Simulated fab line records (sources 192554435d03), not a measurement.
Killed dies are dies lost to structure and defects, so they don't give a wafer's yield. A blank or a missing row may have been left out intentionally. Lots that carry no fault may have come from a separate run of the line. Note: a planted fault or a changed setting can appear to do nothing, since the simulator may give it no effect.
fab line records	flow n5_finfet
record: lots: 6	wafers: 18	last_day: 17
route steps=1938 shown BEOL_M6@1258 BEOL_M7@1263
lots with no fault: from the same line, run without faults
start_h: hours from the record's opening day to when the first of the lot's shown wafers began	wait_h: hours since the lot's step before	" unchanged from the row above	L1.1+2: several wafers, shown together as one row	- no value present, or no start provided	* or withheld: withheld	< > ~ a bound
route shown NAME@n: names a module that has steps shown in the file, with the first one's number in the route	usual: mean/standard deviation taken from wafers without a fault	same: alike in all rows	chamber/n: place in a boat	sites: per-site readings	_std_site: the values' standard deviation	_edge_site: outer sites' mean less inner sites'	radius_mm: for every site, how far away it sits from the centre of the wafer	mask NAME#n: copy n	behind: the tool/chamber that last shaped the wafer	hold: the reason the lot was held/the length of the hold in hours/how it ended	device: which transistor (n, p or np) failed to switch	end of line: the route-end tests of the same wafers	a step without rows: its recipe alone	killed: at the first sort, the dies lost to defects and structure; wafer yield is something else	map: a wafer's dies, marking killed ones x, the rest . and places with no die _
set.NAME: the setting the step ran with; set.NAME@STEP: the setting that earlier step ran with	model.NAME: the simulator's own value behind a step, which no gauge read
lots at selected steps of the route; one table per step, one row per wafer
services: the hour from which a tool's chamber was out of use, counted from the record's first day as start_h (under 0 if before that day), plus the number of hours and why
== steps ==
step: N5_BEOL_M6_THK_MEAS_53
recipe: thk_meas_gauge: xrf	reads: Cu_of_BEOL_M6_ECD_50
usual: M6_THK: 80.7/2.3
lot.wafer	tool	chamber	start_h	wait_h	M6_THK[nm]
L870.2	film_metro-02	-	221.22	-	83.9
L870.4	"	-	"	"	78.4
L870.5	"	-	"	"	79.3
L873.1	film_metro-01	-	226.32	-	79.6
L873.2	"	-	"	"	83.8
L873.5	"	-	"	"	79.8
L881.1	film_metro-02	-	278.80	-	79.2
L881.3	"	-	"	"	78.1
L881.5	"	-	"	"	79.1
L880.3	film_metro-02	-	281.53	-	85.2
L880.4	"	-	"	"	80.0
L880.6	"	-	"	"	80.3
L885.1	film_metro-02	-	287.46	-	79.7
L885.3	"	-	"	"	81.7
L885.5	"	-	"	"	78.8
L887.1	film_metro-02	-	310.73	-	81.3
L887.2	"	-	"	"	78.1
L887.6	"	-	"	"	80.6
step: N5_BEOL_M6_PRE_CLEAN_55
recipe: gas: NH3	time_s: 15	temp_c: withheld	rf_power_w: 300
step: N5_BEOL_M6_DEP_56
recipe: material: SiCN	target_thk_a: 100	temp_c: withheld	precursor: 3MS/NH3	pressure_torr: 3	rf_w: 202	time_s: 17.5
usual: showerhead_plenum_p_Torr: 3.670/0.015	showerhead_vpp_V: 859/26	throttle_valve_pct: 9.0/0.5
lot.wafer	tool	chamber	start_h	wait_h	showerhead_plenum_p_Torr	showerhead_vpp_V	throttle_valve_pct
L870.2	pecvd-04	0	221.28	0.0	3.640	827	8.5
L870.4	"	0	"	"	3.647	848	8.5
L870.5	"	2	"	"	3.667	878	8.6
L873.1	pecvd-02	2	226.38	0.0	3.668	868	8.6
L873.2	"	1	"	"	3.677	821	10.1
L873.5	"	1	"	"	3.685	819	9.6
L881.1	pecvd-02	1	278.87	0.0	3.689	820	10.0
L881.3	"	2	"	"	3.680	876	8.8
L881.5	"	0	"	"	3.669	874	9.1
L880.3	pecvd-02	1	281.59	0.0	3.682	843	9.8
L880.4	"	1	"	"	3.678	824	10.0
L880.6	"	0	"	"	3.670	893	9.2
L885.1	pecvd-04	2	287.52	0.0	3.660	897	8.7
L885.3	"	0	"	"	3.642	814	8.7
L885.5	"	1	"	"	3.673	856	8.9
L887.1	pecvd-02	2	310.79	0.0	3.672	857	9.0
L887.2	"	1	"	"	3.681	821	9.7
L887.6	"	0	"	"	3.676	886	9.1
step: N5_BEOL_M6_RS_MEAS_57
recipe: thk_meas_gauge: four-point-probe	reads: Cu_of_BEOL_M6_ECD_50+Co_of_BEOL_M6_CVD_78+TaN_of_BEOL_M6_ALD_77
usual: M6_RS: 0.281/0.01
lot.wafer	tool	chamber	start_h	wait_h	M6_RS[ohm/sq]
L870.2	film_metro-01	-	221.36	0.1	0.272
L870.4	"	-	"	"	0.295
L870.5	"	-	"	"	0.291
L873.1	film_metro-02	-	226.45	0.1	0.282
L873.2	"	-	"	"	0.266
L873.5	"	-	"	"	0.282
L881.1	film_metro-01	-	278.95	0.1	0.293
L881.3	"	-	"	"	0.298
L881.5	"	-	"	"	0.291
L880.3	film_metro-01	-	281.66	0.1	0.266
L880.4	"	-	"	"	0.287
L880.6	"	-	"	"	0.284
L885.1	film_metro-01	-	287.59	0.1	0.289
L885.3	"	-	"	"	0.282
L885.5	"	-	"	"	0.294
L887.1	film_metro-01	-	310.86	0.1	0.279
L887.2	"	-	"	"	0.292
L887.6	"	-	"	"	0.282
step: N5_BEOL_M6_INSPECT_58
recipe: inspect_instrument: darkfield	mode: post_dep
usual: raw_defect_count: 74/22
lot.wafer	tool	chamber	start_h	wait_h	raw_defect_count
L870.2	defect_inspect-01	-	221.39	0.0	55
L870.4	"	-	"	"	64
L870.5	"	-	"	"	39
L873.1	defect_inspect-02	-	226.47	0.0	65
L873.2	"	-	"	"	113
L873.5	"	-	"	"	81
L881.1	defect_inspect-01	-	278.97	0.0	44
L881.3	"	-	"	"	66
L881.5	"	-	"	"	53
L880.3	defect_inspect-02	-	281.69	0.0	66
L880.4	"	-	"	"	55
L880.6	"	-	"	"	69
L885.1	defect_inspect-01	-	287.62	0.0	78
L885.3	"	-	"	"	90
L885.5	"	-	"	"	61
L887.1	defect_inspect-01	-	310.89	0.0	47
L887.2	"	-	"	"	59
L887.6	"	-	"	"	48
step: N5_BEOL_M7_ILD_DEP_00
recipe: material: SiCOH_lowk	target_thk_a: 1797.5	temp_c: 300	precursor: DEMS/porogen	pressure_torr: 5	rf_w: 500	time_s: 33.4
usual: heater_power_w: 305/45	showerhead_plenum_p_Torr: 5.743/0.016	showerhead_vpp_V: 1366/67	throttle_valve_pct: 13.7/0.84
lot.wafer	tool	chamber	start_h	wait_h	heater_power_w	showerhead_plenum_p_Torr	showerhead_vpp_V	throttle_valve_pct
L870.2	pecvd-02	1	221.43	0.0	279	5.769	1278	15.2
L870.4	"	2	"	"	304	5.757	1360	13.6
L870.5	"	0	"	"	334	5.749	1370	14.1
L873.1	pecvd-04	1	226.51	0.0	319	5.758	1328	13.1
L873.2	"	0	"	"	343	5.706	1311	13.1
L873.5	"	2	"	"	256	5.743	1403	12.8
L881.1	pecvd-04	2	279.01	0.0	255	5.734	1396	13.2
L881.3	"	1	"	"	351	5.766	1353	13.2
L881.5	"	2	"	"	248	5.746	1390	12.9
L880.3	pecvd-02	0	281.72	0.0	332	5.746	1378	14.0
L880.4	"	1	"	"	231	5.767	1256	15.2
L880.6	"	0	"	"	337	5.750	1385	14.1
L885.1	pecvd-01	1	287.65	0.0	264	5.741	1345	14.6
L885.3	"	2	"	"	272	5.714	1365	12.2
L885.5	"	0	"	"	389	5.750	1552	13.1
L887.1	pecvd-02	1	310.93	0.0	261	5.760	1290	15.0
L887.2	"	2	"	"	249	5.758	1369	13.7
L887.6	"	2	"	"	258	5.771	1381	13.6
step: N5_BEOL_M7_CURE_74
recipe: temp_c: 385	time_s: 240	ambient: He/Ar	material: SiCOH_lowk
step: N5_BEOL_M7_THK_MEAS_01
recipe: reads: SiCOH_lowk_of_BEOL_M7_ILD_DEP_00
usual: M7_ILD_THK: 154.2/2.4
lot.wafer	tool	chamber	start_h	wait_h	M7_ILD_THK[nm]
L870.2	film_metro-01	-	222.00	0.4	149.1
L870.4	"	-	"	"	153.4
L870.5	"	-	"	"	154.6
L873.1	film_metro-02	-	227.09	0.4	150.8
L873.2	"	-	"	"	151.6
L873.5	"	-	"	"	153.3
L881.1	film_metro-01	-	279.59	0.4	152.4
L881.3	"	-	"	"	155.7
L881.5	"	-	"	"	155.1
L880.3	film_metro-02	-	282.30	0.3	153.2
L880.4	"	-	"	"	152.1
L880.6	"	-	"	"	155.5
L885.1	film_metro-02	-	288.36	0.4	155.5
L885.3	"	-	"	"	157.3
L885.5	"	-	"	"	159.6
L887.1	film_metro-01	-	311.52	0.4	151.8
L887.2	"	-	"	"	152.3
L887.6	"	-	"	"	154.2
step: N5_BEOL_M7_PECVD_70
recipe: material: SiO2	target_thk_a: 200	temp_c: 400	precursor: TEOS/O2	pressure_torr: 5.5	rf_w: 450	teos_flow_sccm: 53.8	gas: O2	flow_sccm: 3000	time_s: 22.7
usual: heater_power_w: 721/85	showerhead_plenum_p_Torr: 8.79/0.064	showerhead_vpp_V: 1301/67	throttle_valve_pct: 22.2/1.3
lot.wafer	tool	chamber	start_h	wait_h	heater_power_w	showerhead_plenum_p_Torr	showerhead_vpp_V	throttle_valve_pct
L870.2	pecvd-01	1	222.04	0.0	746	8.74	1250	23.9
L870.4	"	1	"	"	607	8.73	1255	23.6
L870.5	"	1	"	"	597	8.73	1279	23.6
L873.1	pecvd-01	1	227.13	0.0	630	8.71	1239	24.1
L873.2	"	0	"	"	899	8.76	1455	20.9
L873.5	"	0	"	"	887	8.79	1450	21.0
L881.1	pecvd-04	1	279.63	0.0	839	8.82	1273	21.3
L881.3	"	2	"	"	662	8.81	1321	21.2
L881.5	"	1	"	"	829	8.85	1273	21.1
L880.3	pecvd-04	1	282.34	0.0	698	8.87	1296	21.4
L880.4	"	1	"	"	692	8.84	1279	21.5
L880.6	"	2	"	"	560	8.83	1354	21.2
L885.1	pecvd-02	1	288.40	0.0	617	8.86	1230	24.3
L885.3	"	0	"	"	770	8.82	1299	22.8
L885.5	"	2	"	"	702	8.85	1310	22.2
L887.1	pecvd-02	0	311.55	0.0	799	8.83	1330	22.8
L887.2	"	2	"	"	656	8.85	1284	22.2
L887.6	"	2	"	"	655	8.82	1292	22.1
step: N5_BEOL_M7_HM_DEP_02
recipe: material: TiN	target_thk_a: 200	temp_c: 25	chamber_pressure_pa: 0.49996
usual: throttle_valve_pct: 30.5/0.89
lot.wafer	tool	chamber	start_h	wait_h	throttle_valve_pct
L870.2	pvd_sputter-01	-	222.50	0.4	30.1
L870.4	"	-	"	"	30.7
L870.5	"	-	"	"	31.1
L873.1	pvd_sputter-03	-	228.12	1.0	31.0
L873.2	"	-	"	"	29.1
L873.5	"	-	"	"	31.2
L881.1	pvd_sputter-02	-	280.45	0.8	30.5
L881.3	"	-	"	"	30.2
L881.5	"	-	"	"	30.9
L880.3	pvd_sputter-03	-	282.69	0.3	31.9
L880.4	"	-	"	"	31.1
L880.6	"	-	"	"	29.1
L885.1	pvd_sputter-03	-	289.23	0.8	32.2
L885.3	"	-	"	"	31.1
L885.5	"	-	"	"	31.1
L887.1	pvd_sputter-02	-	313.41	1.8	29.7
L887.2	"	-	"	"	30.8
L887.6	"	-	"	"	30.3
step: N5_BEOL_M7_COAT_59
recipe: resist: SOC	temp_c: 250	time_s: 60	spin_rpm: 1500	resist_thk_nm: 100
step: N5_BEOL_M7_COAT_60
recipe: resist: SiARC	temp_c: 220	time_s: 60	spin_rpm: 1500	resist_thk_nm: 35
step: N5_BEOL_M7_COAT_05
recipe: resist: CAR-ArF	spin_rpm: 1500	resist_thk_nm: 90
usual: chill_plate_temp_C: 22.99/0.11	spin_speed_rpm: 1500.0/0.9
lot.wafer	tool	chamber	start_h	wait_h	chill_plate_temp_C	spin_speed_rpm	model.CAR-ArF_of_BEOL_M7_COAT_05.thk_nm
L870.2	litho_track-01	0	222.63	-	22.89	1499.0	89.8
L870.4	"	0	"	"	23.00	1498.5	90.2
L870.5	"	0	"	"	23.01	1499.1	90
L873.1	litho_track-03	0	228.25	-	23.16	1499.7	90
L873.2	"	0	"	"	23.12	1499.6	90.2
L873.5	"	0	"	"	22.98	1500.8	90
L881.1	litho_track-03	0	280.58	-	23.06	1416.3	92.8
L881.3	"	0	"	"	23.09	1414.9	92.8
L881.5	"	0	"	"	22.95	1416.3	92.8
L880.3	litho_track-03	0	282.83	-	23.03	1414.2	92.6
L880.4	"	0	"	"	22.96	1412.5	92.4
L880.6	"	0	"	"	23.05	1414.4	92.6
L885.1	litho_track-02	0	289.37	-	23.05	1502.0	89.8
L885.3	"	0	"	"	22.96	1499.8	89.6
L885.5	"	0	"	"	22.97	1501.1	89.8
L887.1	litho_track-02	0	313.54	-	23.03	1500.8	89.8
L887.2	"	0	"	"	23.19	1500.5	90
L887.6	"	0	"	"	23.00	1500.5	90
step: N5_BEOL_M7_EBR_07
recipe: solvent: PGMEA	ebr_width_mm: 1.5
step: N5_BEOL_M7_SOFTBAKE_06
recipe: temp_c: 110	time_s: 60	resist: CAR-ArF
step: N5_BEOL_M7_EXPOSE_08
recipe: mask_id: M7	na: 1.35	source_shape: dipole	sigma_inner: 0.817	sigma_outer: 0.97	polarization: te	dose_mj: 68.25
step: N5_BEOL_M7_PEB_09
recipe: peb_temp_c: withheld	peb_time_s: 60	resist: CAR-ArF
step: N5_BEOL_M7_DEVELOP_10
recipe: develop_time_s: 30	developer: TMAH	resist: CAR-ArF	rinse_liquid: diw	dry: air_spin	dev_temp_c: 23
step: N5_BEOL_M7_CD_MEAS_11
recipe: target_cd_nm: 38.5	landing_energy_ev: 500	detector: se_inlens	polarity: opening
usual: cd_nm: 38.2/0.75
lot.wafer	tool	chamber	start_h	wait_h	cd_nm
L870.2	cd_sem-02	0	223.00	-	39.5
L870.4	"	0	"	"	39.0
L870.5	"	0	"	"	38.7
L873.1	cd_sem-03	0	228.62	-	37.6
L873.2	"	0	"	"	37.9
L873.5	"	0	"	"	38.4
L881.1	cd_sem-03	0	280.82	-	37.9
L881.3	"	0	"	"	36.8
L881.5	"	0	"	"	37.6
L880.3	cd_sem-03	0	283.20	-	37.8
L880.4	"	0	"	"	38.0
L880.6	"	0	"	"	37.1
L885.1	cd_sem-02	0	289.73	-	38.1
L885.3	"	0	"	"	38.8
L885.5	"	0	"	"	39.4
L887.1	cd_sem-02	0	313.91	-	37.8
L887.2	"	0	"	"	38.5
L887.6	"	0	"	"	37.7
step: N5_BEOL_M7_OVL_MEAS_12
recipe: points_per_wafer: 44
usual: M7_OVL: -0.2/0.76
lot.wafer	tool	chamber	start_h	wait_h	M7_OVL[nm]
L870.2	overlay-01	0	223.03	0.0	0.7
L870.4	"	0	"	"	-0.4
L870.5	"	0	"	"	-0.3
L873.1	overlay-02	0	228.65	0.0	0.7
L873.2	"	0	"	"	0.2
L873.5	"	0	"	"	-0.6
L881.1	overlay-01	0	280.85	0.0	-0.9
L881.3	"	0	"	"	0.6
L881.5	"	0	"	"	-1.7
L880.3	overlay-01	0	283.23	0.0	-0.1
L880.4	"	0	"	"	-1.4
L880.6	"	0	"	"	-0.1
L885.1	overlay-02	0	289.76	0.0	0.4
L885.3	"	0	"	"	0.2
L885.5	"	0	"	"	-0.3
L887.1	overlay-01	0	313.94	0.0	-0.7
L887.2	"	0	"	"	0.4
L887.6	"	0	"	"	-0.1
step: N5_BEOL_M7_INSPECT_13
recipe: mode: adi	inspect_instrument: brightfield
usual: raw_defect_count: 398/86
lot.wafer	tool	chamber	start_h	wait_h	raw_defect_count
L870.2	defect_inspect-01	-	223.05	0.0	328
L870.4	"	-	"	"	409
L870.5	"	-	"	"	359
L873.1	defect_inspect-01	-	228.67	0.0	551
L873.2	"	-	"	"	533
L873.5	"	-	"	"	498
L881.1	defect_inspect-01	-	280.88	0.0	304
L881.3	"	-	"	"	483
L881.5	"	-	"	"	326
L880.3	defect_inspect-01	-	283.26	0.0	273
L880.4	"	-	"	"	243
L880.6	"	-	"	"	298
L885.1	defect_inspect-02	-	289.79	0.0	429
L885.3	"	-	"	"	348
L885.5	"	-	"	"	365
L887.1	defect_inspect-02	-	313.96	0.0	344
L887.2	"	-	"	"	386
L887.6	"	-	"	"	492
step: N5_BEOL_M7_DESCUM_16
recipe: chemistry: O2	time_s: 7.9	source_power_w: 50	bias_power_w: 20	pressure_mtorr: 20	rf_frequency_hz: 2.712e+07	temp_c: 40	resist: CAR-ArF	o2_flow_sccm: 225
step: N5_BEOL_M7_ETCH_61
recipe: chemistry: CF4	target: SiARC	target_depth_a: 455	mask_material: CAR-ArF	time_s: 75.8	ion_energy_ev: 80	pressure_mtorr: 40	source_w: 545	bias_w: 36	Ar_flow_sccm: 100	cf4_flow_sccm: 100	ends: cleared
usual: chamber_pressure_mTorr: 40.00/0.037	drypump_motor_current_A: 5.5/0.49	etch_rf_on_time_s: 76.2/1.9	oes_product_au: 0.68/0.071	rf_vpp_V: 183.9/1.2	showerhead_plenum_p_Torr: 2.14/0.064	throttle_valve_pct: 15.68/0.29
lot.wafer	tool	chamber	start_h	wait_h	chamber_pressure_mTorr	drypump_motor_current_A	etch_rf_on_time_s	oes_product_au	rf_hours_counter_h	rf_vpp_V	showerhead_plenum_p_Torr	throttle_valve_pct	model.CAR-ArF_of_BEOL_M7_COAT_05.thk_nm
L870.2	rie_diel-04	1	223.25	0.0	39.98	6.5	77.4	0.66	121	184.6	2.14	15.38	50.6
L870.4	"	2	"	"	40.01	6.1	79.1	0.57	234	185.1	2.20	16.02	50.8
L870.5	"	2	"	"	39.96	6.1	79.2	0.58	-	185.2	2.20	16.03	50.6
L873.1	rie_diel-04	1	228.98	0.0	40.01	6.5	76.6	0.66	123	183.2	2.14	15.37	51
L873.2	"	3	"	"	40.06	5.3	77.0	0.60	224	184.4	2.21	15.61	51.2
L873.5	"	1	"	"	40.04	6.5	77.1	0.66	-	183.8	2.14	15.36	51
L881.1	rie_diel-02	3	280.94	0.0	39.97	5.0	72.6	0.65	159	181.2	2.07	16.15	53.6
L881.3	"	1	"	"	40.03	5.9	72.3	0.70	100	183.1	2.07	15.33	53.6
L881.5	"	3	"	"	40.06	5.0	73.1	0.66	-	183.4	2.07	16.16	53.6
L880.3	rie_diel-06	3	283.94	0.0	40.00	5.2	74.3	0.61	206	181.5	2.05	16.05	53.4
L880.4	"	1	"	"	40.03	5.1	77.1	0.77	16	186.2	2.27	15.36	53.4
L880.6	"	3	"	"	40.02	5.3	73.8	0.62	-	184.3	2.05	16.06	53.4
L885.1	rie_diel-06	1	289.86	0.0	39.95	5.1	77.9	0.76	19	184.6	2.27	15.37	50.8
L885.3	"	2	"	"	40.05	4.8	80.0	0.73	36	185.4	2.19	15.33	50.6
L885.5	"	0	"	"	39.97	5.3	77.9	0.67	-	183.7	2.08	15.82	50.8
L887.1	rie_diel-06	0	314.08	0.0	39.99	5.3	76.0	0.68	104	185.0	2.08	15.86	50.8
L887.2	"	2	"	"	40.00	4.8	78.3	0.72	44	183.9	2.19	15.36	51
L887.6	"	1	"	"	39.99	5.1	77.8	0.76	-	185.8	2.27	15.39	51
step: N5_BEOL_M7_ETCH_62
recipe: chemistry: N2/H2	target: SOC	target_depth_a: 1100	overetch_a: 220	mask_material: SiARC	temp_c: 40	time_s: 165	ion_energy_ev: 200	pressure_mtorr: 30	source_w: 840	bias_w: 150	n2_flow_sccm: 200	h2_flow_sccm: 200
usual: chamber_pressure_mTorr: 29.999/0.029	drypump_motor_current_A: 5.5/0.49	oes_product_au: 0.68/0.072	rf_vpp_V: 523.6/2.4	showerhead_plenum_p_Torr: 2.53/0.089	throttle_valve_pct: 17.9/0.3
lot.wafer	tool	chamber	start_h	wait_h	chamber_pressure_mTorr	drypump_motor_current_A	oes_product_au	rf_hours_counter_h	rf_vpp_V	showerhead_plenum_p_Torr	throttle_valve_pct
L870.2	rie_diel-04	1	223.30	0.0	30.001	6.5	0.66	121	522.9	2.55	17.5
L870.4	"	2	"	"	29.972	6.1	0.58	235	525.3	2.64	18.5
L870.5	"	2	"	"	30.024	6.1	0.58	-	526.7	2.64	18.5
L873.1	rie_diel-04	1	229.03	0.0	30.016	6.5	0.66	123	522.5	2.55	17.5
L873.2	"	3	"	"	29.972	5.3	0.60	224	526.8	2.64	17.9
L873.5	"	1	"	"	30.020	6.5	0.66	-	523.2	2.55	17.5
L881.1	rie_diel-02	3	281.00	0.0	30.011	5.1	0.63	159	521.7	2.42	18.2
L881.3	"	1	"	"	29.995	5.9	0.67	100	520.4	2.45	17.5
L881.5	"	3	"	"	30.019	5.1	0.64	-	522.2	2.42	18.2
L880.3	rie_diel-06	3	283.99	0.0	29.945	5.3	0.61	206	522.0	2.42	18.3
L880.4	"	1	"	"	30.074	5.2	0.77	16	528.8	2.72	17.7
L880.6	"	3	"	"	30.074	5.3	0.61	-	519.9	2.42	18.3
L885.1	rie_diel-06	1	289.91	0.0	30.042	5.2	0.77	19	528.4	2.72	17.7
L885.3	"	2	"	"	29.998	4.8	0.74	36	524.9	2.60	17.6
L885.5	"	0	"	"	29.992	5.3	0.68	-	521.5	2.47	18.1
L887.1	rie_diel-06	0	314.14	0.0	29.997	5.3	0.66	104	520.8	2.46	18.1
L887.2	"	2	"	"	29.997	4.8	0.73	44	524.6	2.59	17.6
L887.6	"	1	"	"	30.026	5.1	0.76	-	528.3	2.72	17.7
== services ==
tool	chamber	start_h	hours	kind
rie_diel-04	2	198.53	2.8	repair
pecvd-01	2	202.38	-	clean
pecvd-01	2	202.38	-	consumable_replace:showerhead
pecvd-02	1	204.81	2.1	scheduled_down
pecvd-02	2	212.94	5.5	scheduled_down
rie_diel-06	2	218.19	13.6	repair
rie_diel-06	0	220.16	6.2	repair
pecvd-01	1	234.87	10.4	repair
pecvd-02	-	240.78	1.8	repair
rie_diel-02	3	243.66	9.1	repair
rie_diel-02	2	249.10	3.6	repair
pecvd-04	-	255.35	2.8	pm
pecvd-02	1	256.42	-	calibration
rie_diel-06	-	266.11	2.8	pm
rie_diel-04	0	266.58	4.5	repair
rie_diel-04	2	276.19	-	clean
rie_diel-04	2	276.19	-	consumable_replace:focus_ring
rie_diel-04	2	276.19	25.5	scheduled_down
rie_diel-04	2	276.19	25.5	vent_cycle
pvd_sputter-02	-	288.91	7.9	repair
pecvd-02	2	301.11	4.4	repair
pvd_sputter-02	-	303.50	6.2	repair
pecvd-04	-	309.26	0.5	repair
pecvd-02	-	313.43	2.2	repair
== key ==
first_sign: step: N5_BEOL_M7_COAT_05	reading: spin_speed_rpm	direction: down	sigmas: 95	usual: *	struck: *
effect none on later readings
model_effect: step: N5_BEOL_M7_COAT_05	value: CAR-ArF_of_BEOL_M7_COAT_05.thk_nm	without: 90	struck: 92.67
model_effect: step: N5_BEOL_M7_ETCH_61	value: CAR-ArF_of_BEOL_M7_COAT_05.thk_nm	without: 50.87	struck: 53.5
met_at N5_BEOL_M7_COAT_05
struck_wafers L880.3,L880.4,L880.6,L881.1,L881.3,L881.5
onset_between 228.25 280.58
fault: kind: process_parameter_drift	tool: litho_track-03	chamber: -	onset_h: 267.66	steps: N5_BEOL_M7_COAT_05	channel: spin_rpm	offset: *	shape: step	end_h: 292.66	acts_in: *	stated: *
